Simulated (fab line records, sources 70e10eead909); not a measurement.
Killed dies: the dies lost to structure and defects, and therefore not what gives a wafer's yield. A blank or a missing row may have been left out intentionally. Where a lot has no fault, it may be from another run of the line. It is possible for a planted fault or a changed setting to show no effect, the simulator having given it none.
A lot that was struck, set against a sound lot -- flow nandHarc -- 15 out of 1159 route steps
Sound: the wafers L163.1, L163.4, L163.6. The struck wafers were L173.3, L173.5, L173.6. The cause is named last.
For every step that has rows: the tool of each side, followed by ch and its chambers, followed by its first start. Under that, the readings that differ: sound wafers -- struck wafers -- difference of the means -- sigmas: that difference in standard deviations of wafers without a fault.
alike: same words and numbers on both sides, and readings whose means sit less than 2 such deviations apart. not compared: any withheld reading, any reading some wafer has no value for, any bound like >300 that may hide the same value, and any number with overlapping values for which the record gives no deviation.
The two part at a step that has a row with sigmas, a row that says differs or no value, or rows on one side only. Numbers that don't overlap but have no deviation are shown without sigmas and don't part them. A reading missing from all wafers of one side parts the sides only when that side holds two or more wafers.

NHARC_THIN_TSV_DEP_43: deposits SiO2, target thk 1328.5 nm.
  sound on pecvd-04 ch 0,2, day 19 05:20; struck on pecvd-04 ch 1,2, day 21 18:58
  alike: chamberPressureTorr, throttleValvePct
then, 8 steps without rows for these wafers: NHARC_THIN_TSV_DEHYDRATE_04 (time 120 s); NHARC_THIN_TSV_HMDS_05 (time 30 s); NHARC_THIN_TSV_COAT_06; NHARC_THIN_TSV_SOFTBAKE_07 (time 95 s); NHARC_THIN_TSV_EBR_08; NHARC_THIN_TSV_EXPOSE_09 (exposes mask TSV); NHARC_THIN_TSV_PEB_10 (peb time 85 s); NHARC_THIN_TSV_DEVELOP_11 (time 70 s).
NHARC_THIN_TSV_CD_MEAS_12: target cd 1000 nm.
  sound on cdSem-03 ch 0, day 19 06:12; struck on cdSem-03 ch 0, day 21 19:40
  alike: cdNm
then, 1 step without rows for these wafers: NHARC_THIN_TSV_HARDBAKE_13 (time 80 s).
NHARC_THIN_TSV_DESCUM_14: chemistry O2, time 3 s.
  sound on rieDiel-08 ch 0,3, day 19 06:22; struck on rieDiel-08 ch 2,3, day 21 19:50
  alike: drypumpMotorCurrentA, oesProductAu, rfVppV, showerheadPlenumPTorr, throttleValvePct
  not compared: rfHoursCounterH
NHARC_THIN_TSV_ETCH_44: etches the open film in CF4/O2, target depth 1594.2 nm, time 797.1 s.
  sound on rieDiel-08 ch 0,1,3, day 19 06:26; struck on rieDiel-08 ch 1,2,3, day 21 20:02
reading,sound,struck,difference,sigmas
runLengthS (s),818.0 818.5 819.0,626.9 626.0 626.8,-191.9,-99 or more
  alike: drypumpMotorCurrentA, oesProductAu, rfVppV, showerheadPlenumPTorr, throttleValvePct
  not compared: rfHoursCounterH
NHARC_THIN_TSV_ETCH_15: target depth 3000 nm, bosch target overetch cycles 2, bosch etch step 2.8 s.
  sound on rieSi-06 ch 1,2, day 19 07:02; struck on rieSi-06 ch 0,2, day 21 20:31
  alike: drypumpMotorCurrentA, heBacksideLeakSccm
  not compared: rfHoursCounterH
NHARC_END_SORT_01:
  sound on prober-01 ch 0, day 20 02:29; struck on prober-01 ch 0, day 22 13:31
reading,sound,struck,difference,sigmas
defectLimitedYield (%),96.5 96.9 96.9,0 0 0,-97,-60
killedAtOther,2 1 0,642 650 647,+645,+99 or more
killedDies,24 21 21,677 677 677,+655,+60
sort_bin_2_pct (%),1.6 0.9 0.6,96.2 96.9 96.9,+95.6,+99 or more
sortNPass,653 656 656,0 0 0,-655,-60
sortRimYieldPct (%),94.3 98.1 95.3,0 0 0,-96,-33
sortYieldPct (%),96.5 96.9 96.9,0 0 0,-97,-60
  alike: killedAtArray, killedAtPeriphery, killedOpen, killedShort, sort_bin_3_pct, sort_bin_4_pct

WHERE THEY PART
At NHARC_THIN_TSV_ETCH_44 first; at NHARC_END_SORT_01 last (within this record only).

WHY: the cause the simulator had injected
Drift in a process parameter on rieDiel-08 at NHARC_THIN_TSV_ETCH_44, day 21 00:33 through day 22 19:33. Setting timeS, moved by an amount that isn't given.
